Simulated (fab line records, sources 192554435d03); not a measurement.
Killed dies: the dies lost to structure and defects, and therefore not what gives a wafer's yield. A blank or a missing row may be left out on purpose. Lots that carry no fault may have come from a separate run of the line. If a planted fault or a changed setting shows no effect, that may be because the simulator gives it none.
Split-lot experiment | flow n5 finfet | 39 wafers read across 7 lots, on a route 1938 steps long

## ABOUT THE SPLIT
At N5_MOL_CONTACT_COAG_ALD_131 (deposits SiO2, target thk 5 nm, pulse time 1 s, co reactant pulse time 1 s), the setting ald cycles was moved away from the recipe's 35 on 15 of the 39 wafers read, by -48.6% to +45.7%. All remaining wafers had this setting at the recipe value.

Reading taken at the split's own step.

## THE READING
SiO2_of_MOL_CONTACT_COAG_ALD_131.thk nm (the simulator's own value, which no gauge read), in nm, at N5_MOL_CONTACT_COAG_ALD_131 (deposits SiO2, target thk 5 nm, pulse time 1 s, co reactant pulse time 1 s). There is no usual value for it anywhere in the file.

wafer  | tool, chamber at the split | ald cycles as run | against the recipe | SiO2_of_MOL_CONTACT_COAG_ALD_131.thk nm, nm | against lot-mates on the recipe
L074.1 | ald sin-02, 0,2,2          | 35                | recipe             | 5                                           | -
L074.2 | ald sin-02, 0,2,2          | 35                | recipe             | 5                                           | -
L074.6 | ald sin-02, 0,2,2          | 35                | recipe             | 5                                           | -
L074.3 | ald sin-02, 1,3,1          | 49                | +40.0%             | 7                                           | +2.0
L074.4 | ald sin-02, 1,3,1          | 49                | +40.0%             | 7                                           | +2.0
L074.5 | ald sin-02, 1,3,1          | 49                | +40.0%             | 7                                           | +2.0
L081.1 | ald sin-03, 0,3,0          | 35                | recipe             | 5                                           | -
L081.5 | ald sin-03, 0,3,0          | 35                | recipe             | 5                                           | -
L081.6 | ald sin-03, 0,3,0          | 35                | recipe             | 5                                           | -
L081.2 | ald sin-03, 1,3            | 51                | +45.7%             | 7.2                                         | +2.2
L081.3 | ald sin-03, 1,3            | 51                | +45.7%             | 7.2                                         | +2.2
L081.4 | ald sin-03, 2              | 51                | +45.7%             | 7.4                                         | +2.4
L082.1 | ald sin-03, 0,3,1          | 35                | recipe             | 5                                           | -
L082.3 | ald sin-03, 0,3,1          | 35                | recipe             | 5                                           | -
L082.5 | ald sin-03, 0,3,1          | 35                | recipe             | 5                                           | -
L082.2 | ald sin-03, 2,1            | 26                | -25.7%             | 3.6                                         | -1.4
L082.4 | ald sin-03, 2,1            | 26                | -25.7%             | 3.6                                         | -1.4
L082.6 | ald sin-03, 2              | 26                | -25.7%             | 3.8                                         | -1.2
L083.1 | ald sin-03, 1,0,0          | 35                | recipe             | 5                                           | -
L083.4 | ald sin-03, 1,0,0          | 35                | recipe             | 5                                           | -
L083.5 | ald sin-03, 1,0,0          | 35                | recipe             | 5                                           | -
L083.2 | ald sin-03, 3,2,1          | 18                | -48.6%             | 2.6                                         | -2.4
L083.3 | ald sin-03, 3,2,1          | 18                | -48.6%             | 2.6                                         | -2.4
L083.6 | ald sin-03, 3,2,1          | 18                | -48.6%             | 2.6                                         | -2.4
L089.1 | ald sin-03, 1,0,2          | 35                | recipe             | 5                                           | -
L089.2 | ald sin-03, 1,0,2          | 35                | recipe             | 5                                           | -
L089.3 | ald sin-03, 1,0,2          | 35                | recipe             | 5                                           | -
L091.1 | ald sin-03, 0,1,3          | 35                | recipe             | 5                                           | -
L091.2 | ald sin-03, 0,1,3          | 35                | recipe             | 5                                           | -
L091.6 | ald sin-03, 0,1,3          | 35                | recipe             | 5                                           | -
L091.3 | ald sin-03, 2,3,2          | 49                | +40.0%             | 7                                           | +2.0
L091.4 | ald sin-03, 2,3,2          | 49                | +40.0%             | 7                                           | +2.0
L091.5 | ald sin-03, 2,3,2          | 49                | +40.0%             | 7                                           | +2.0
L095.1 | ald sin-02, 1,0,3,2,2,3    | 35                | recipe             | 5                                           | -
L095.2 | ald sin-02, 1,0,3,2,2,3    | 35                | recipe             | 5                                           | -
L095.3 | ald sin-02, 1,0,3,2,2,3    | 35                | recipe             | 5                                           | -
L095.4 | ald sin-02, 1,0,3,2,2,3    | 35                | recipe             | 5                                           | -
L095.5 | ald sin-02, 1,0,3,2,2,3    | 35                | recipe             | 5                                           | -
L095.6 | ald sin-02, 1,0,3,2,2,3    | 35                | recipe             | 5                                           | -
When a row names more than one chamber, that row covers several wafers, and the file does not tell which wafer ran in which chamber.

FIT RESULTS
A straight line over all 39 wafers: SiO2_of_MOL_CONTACT_COAG_ALD_131.thk nm changes by +0.0499 nm for each +1% of ald cycles; r = +1.00; the points scatter about the line by 0.041 nm.
The same after taking each lot's own level away (the mean of its wafers on the recipe; 39 wafers): +0.0499 nm for each +1%; r = +1.00; scatter 0.041 nm.
The reading moves by 2.4 nm for the largest change in ald cycles, on that fit.
The lots' own levels span 5.00 to 5.00 nm.
Consequently the slope shifts little with the lot-to-lot level, the two slopes agreeing.
Check: -2.43 nm against its lot-mates is what the line predicts for one of the wafers moved furthest among these (-48.6%) when that wafer is left out of the fit. It came out at -2.4 nm against them.

## OTHER SPLITS APPLIED TO THESE WAFERS
Note: prior to the reading, these wafers also went through further splits. Each is held against what the fit with the lots' levels taken away leaves over:
other split on the same wafers           | wafers away from the commonest value | r with SiO2_of_MOL_CONTACT_COAG_ALD_131.thk nm (lot level and that fit taken away)
N5_PMOS_HMC_CHANNEL_EPI_HM_DEP_34 time s | 12                                   | -0.07
N5_GATE_CUT_DESCUM_18 time s             | 12                                   | +0.11

## THE FILE'S OWN FIT
SiO2_of_MOL_CONTACT_COAG_ALD_131.thk nm changes by +0.0499 nm for each +1% of ald cycles, r = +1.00.
